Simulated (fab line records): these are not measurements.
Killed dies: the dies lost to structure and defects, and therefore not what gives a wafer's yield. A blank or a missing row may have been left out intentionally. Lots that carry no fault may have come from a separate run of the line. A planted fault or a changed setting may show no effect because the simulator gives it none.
Struck lot and sound lot, side by side -- flow n5Finfet -- 37 steps out of a route of 1938
Sound: the wafers L798.2, L798.3, L798.4. Struck: wafers L791.3, L791.5, L791.6. The cause is named last.
At each step with rows: each side's tool, then ch and its chambers, then its first start. Under that, the readings that differ: sound wafers -- struck wafers -- difference of the means -- sigmas: that difference in standard deviations of wafers without a fault.
alike: readings whose means differ by less than 2 such deviations, and words and numbers that are the same on both sides. not compared: withheld readings, readings that some wafer has no value for, bounds like >300 that may hide the same value, and numbers for which the record gives no deviation and whose values overlap.
Wherever a step has rows on one side only, a row that says differs or no value, or a row with sigmas, the two part there. Non-overlapping numbers with no deviation appear without sigmas and do not part them. A reading that every wafer of one side lacks parts them only if that side has two wafers or more.

first, 9 steps without rows for these wafers: N5_WELL_APT_HMDS_18 (time 60 s); N5_WELL_APT_COAT_19 (resist thk 950 nm); N5_WELL_APT_EBR_21; N5_WELL_APT_SOFTBAKE_20 (time 60 s); N5_WELL_APT_EXPOSE_22 (exposes mask PWELL, defocus 0 nm, target cd 200 nm); N5_WELL_APT_PEB_23 (peb time 90 s); N5_WELL_APT_DEVELOP_24 (develop time 45 s); N5_WELL_APT_HARDBAKE_29 (time 120 s); N5_WELL_APT_DESCUM_30 (chemistry O2, time 7.9 s).
N5_WELL_APT_IMPLANT_31:
  sound on implanter-02 ch 0, day 6 15:52; struck on implanter-01 ch 0, day 4 21:13
reading,sound,struck,difference,sigmas
doseIonsCm2,1.4998e+13 1.4991e+13 1.5005e+13,1.9885e+13 1.989e+13 1.9909e+13,+4.8967e+12,+99 or more
faradayCurrentUA,189 185 193,259 257 243,+64,+17
then, 25 steps without rows for these wafers: N5_WELL_APT_IMPLANT_32; N5_WELL_APT_STRIP_33 (strips in SPM, time 900 s); N5_WELL_APT_RTA_34 (time 10 s); N5_WELL_APT_OXIDE_STRIP_42 (strips SiO2 in dHF, time 45 s, target depth 12 nm); N5_WELL_APT_PRECLEAN_36 (cleans in O3/DIW, time 45 s); N5_WELL_APT_PRECLEAN_39 (cleans in dHF, time 60 s); N5_WELL_APT_SRD_37 (time 30 s); N5_WELL_APT_EPI_41 (deposits Si from SiH4/H2, target thk 50 nm, time 297.7 s); N5_PMOS_HMC_CHANNEL_EPI_HM_DEP_34 (deposits SiO2 from TEOS/O2, target thk 36 nm, time 6.9 s); N5_PMOS_HMC_CHANNEL_EPI_COAT_31 (time 60 s, resist thk 66 nm); N5_PMOS_HMC_CHANNEL_EPI_COAT_03 (resist thk 205 nm); N5_PMOS_HMC_CHANNEL_EPI_EBR_05; N5_PMOS_HMC_CHANNEL_EPI_SOFTBAKE_04 (time 60 s); N5_PMOS_HMC_CHANNEL_EPI_EXPOSE_06 (exposes mask PMOS HMC BLK, target cd 240 nm); N5_PMOS_HMC_CHANNEL_EPI_PEB_07 (peb time 60 s); N5_PMOS_HMC_CHANNEL_EPI_DEVELOP_08 (develop time 30 s); N5_PMOS_HMC_CHANNEL_EPI_DESCUM_14 (chemistry O2, time 7.9 s); N5_PMOS_HMC_CHANNEL_EPI_ETCH_32 (etches BARC in N2/H2, stops on SiO2, target depth 85.8 nm, time 50.3 s); N5_PMOS_HMC_CHANNEL_EPI_HM_OPEN_15 (chemistry CHF3/O2, target SiO2, target depth 40.6 nm, time 20.3 s); N5_PMOS_HMC_CHANNEL_EPI_STRIP_33 (strips in N2/H2); N5_PMOS_HMC_CHANNEL_EPI_STRIP_17 (strips in SPM, time 750 s); N5_PMOS_HMC_CHANNEL_EPI_ETCH_38 (etches SiO2 in CF4, target depth 1.5 nm); N5_PMOS_HMC_CHANNEL_EPI_FIN_RECESS_16 (chemistry HBr/Cl2, target Si, target depth 54 nm, time 18 s); N5_PMOS_HMC_CHANNEL_EPI_PRECLEAN_36 (cleans in O3/DIW, time 45 s); N5_PMOS_HMC_CHANNEL_EPI_PRECLEAN_18 (cleans in DHF, time 30 s).
-- a jump in the record: the struck wafers' starts before and after are 7 days apart (it breaks off in module PMOS_HMC_CHANNEL_EPI and resumes in module BEOL_M4, where the first step shown is number 1111 of the route) --
N5_BEOL_M4_RC_MEAS_101:
  sound on prober-02 ch 0, day 12 23:46; struck on prober-01 ch 0, day 11 12:44
reading,sound,struck,difference,sigmas
RS_PWELL (ohm/sq),3038 3006 3035,2515 2494 2528,-514,-18
  alike: DIBL_N, DIBL_P, IOFF_N, IOFF_P, ION_N, ION_P, SS_N, SS_P, VT_N, VT_P
-- the record jumps here: 5 days lie between the struck wafers' starts before and after (it left off in module BEOL_M4 and takes up again in module PASSIVATION, whose first step shown is number 1936 of the route) --
N5_PASSIVATION_PROBE_49:
  record: rows for the struck wafers here (prober-02, day 16 07:59), none for the sound ones

WHERE THEY PART
First at N5_WELL_APT_IMPLANT_31; last, within this record, at N5_PASSIVATION_PROBE_49.

WHY: the cause the simulator had injected
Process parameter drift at N5_WELL_APT_IMPLANT_31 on implanter-01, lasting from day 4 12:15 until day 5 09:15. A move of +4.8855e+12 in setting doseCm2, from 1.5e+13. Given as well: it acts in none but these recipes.
